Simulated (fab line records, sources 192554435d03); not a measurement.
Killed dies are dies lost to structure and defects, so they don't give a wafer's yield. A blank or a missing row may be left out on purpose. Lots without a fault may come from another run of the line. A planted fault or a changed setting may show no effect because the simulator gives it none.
Chamber matching | flow n5_finfet | N5_DUMMY_GATE_ETCH_36 on rie_diel-05: 4 sister chambers
The step etches SiARC in CF4, target depth 13 nm. 24 wafers are shown with their chamber, then 12 later ones without.

WAFERS WITH THEIR CHAMBER
wafer  | chamber | showerhead_plenum_p_Torr (Torr) | throttle_valve_pct (%) | drypump_motor_current_A (A)
L076.1 | 0       | 2.26                            | 15.53                  | 5.8
L076.2 | 3       | 2.21                            | 15.60                  | 5.6
L076.5 | 2       | 2.22                            | 15.61                  | 5.6
L078.3 | 2       | 2.22                            | 15.61                  | 5.6
L078.5 | 1       | 2.06                            | 15.93                  | 5.7
L078.6 | 0       | 2.26                            | 15.54                  | 5.9
L082.1 | 3       | 2.21                            | 15.63                  | 5.6
L082.3 | 0       | 2.26                            | 15.54                  | 5.8
L082.6 | 2       | 2.21                            | 15.63                  | 5.6
L083.2 | 3       | 2.21                            | 15.61                  | 5.6
L083.5 | 2       | 2.21                            | 15.63                  | 5.6
L083.6 | 3       | 2.21                            | 15.61                  | 5.6
L084.3 | 1       | 2.06                            | 15.95                  | 5.7
L084.5 | 2       | 2.21                            | 15.63                  | 5.6
L084.6 | 1       | 2.06                            | 15.96                  | 5.7
L087.2 | 2       | 2.21                            | 15.64                  | 5.6
L087.3 | 3       | 2.20                            | 15.64                  | 5.6
L087.4 | 0       | 2.26                            | 15.56                  | 5.9
L089.2 | 0       | 2.25                            | 15.57                  | 5.9
L089.3 | 3       | 2.20                            | 15.65                  | 5.6
L089.6 | 3       | 2.20                            | 15.63                  | 5.6
L090.1 | 3       | 2.20                            | 15.65                  | 5.6
L090.2 | 1       | 2.06                            | 15.95                  | 5.7
L090.3 | 0       | 2.25                            | 15.58                  | 5.8

SIGNATURES (means of the wafers above)
reading                  | chamber 0 | chamber 1 | chamber 2 | chamber 3 | scatter within a chamber
showerhead_plenum_p_Torr | 2.2567    | 2.0600    | 2.2133    | 2.2050    | 0.00483
throttle_valve_pct       | 15.5533   | 15.9475   | 15.6250   | 15.6275   | 0.0169
drypump_motor_current_A  | 5.850     | 5.700     | 5.600     | 5.600     | 0.0274
Rule: a wafer's distance from a chamber is the root of the sum, over the readings, of the square of ((its reading less the chamber's mean) divided by the reading's scatter). The wafer belongs to the nearest chamber; if the next one is less than 2 further off, it can't be placed. The scatter: the root of (the sum of the squares of (reading less its chamber's mean) over the shown wafers, divided by (wafers less chambers)).

WAFERS WITHOUT THEIR CHAMBER
wafer  | showerhead_plenum_p_Torr (Torr) | throttle_valve_pct (%) | drypump_motor_current_A (A)
L091.2 | 2.21                            | 15.65                  | 5.6
L091.4 | 2.20                            | 15.64                  | 5.6
L091.5 | 2.25                            | 15.58                  | 5.9
L093.1 | 2.05                            | 15.98                  | 5.7
L093.3 | 2.20                            | 15.66                  | 5.6
L093.5 | 2.20                            | 15.66                  | 5.6
L094.1 | 2.21                            | 15.66                  | 5.6
L094.2 | 2.20                            | 15.66                  | 5.6
L094.5 | 2.21                            | 15.66                  | 5.7
L097.2 | 2.05                            | 15.99                  | 5.7
L097.3 | 2.20                            | 15.68                  | 5.6
L097.6 | 2.05                            | 16.01                  | 5.7

WHICH CHAMBER EACH WENT THROUGH
wafer  | from the rows above     | in truth
L091.2 | can't be placed: 2 or 3 | 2
L091.4 | can't be placed: 3 or 2 | 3
L091.5 | 0                       | 0
L093.1 | 1                       | 1
L093.3 | can't be placed: 3 or 2 | 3
L093.5 | can't be placed: 3 or 2 | 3
L094.1 | can't be placed: 2 or 3 | 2
L094.2 | can't be placed: 3 or 2 | 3
L094.5 | can't be placed: 2 or 3 | 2
L097.2 | 1                       | 1
L097.3 | can't be placed: 3 or 2 | 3
L097.6 | 1                       | 1
Placed correctly: 4 of 12. Can't be placed from these rows: 8 (the true chamber is among the candidates in 8). Placed wrongly: 0.
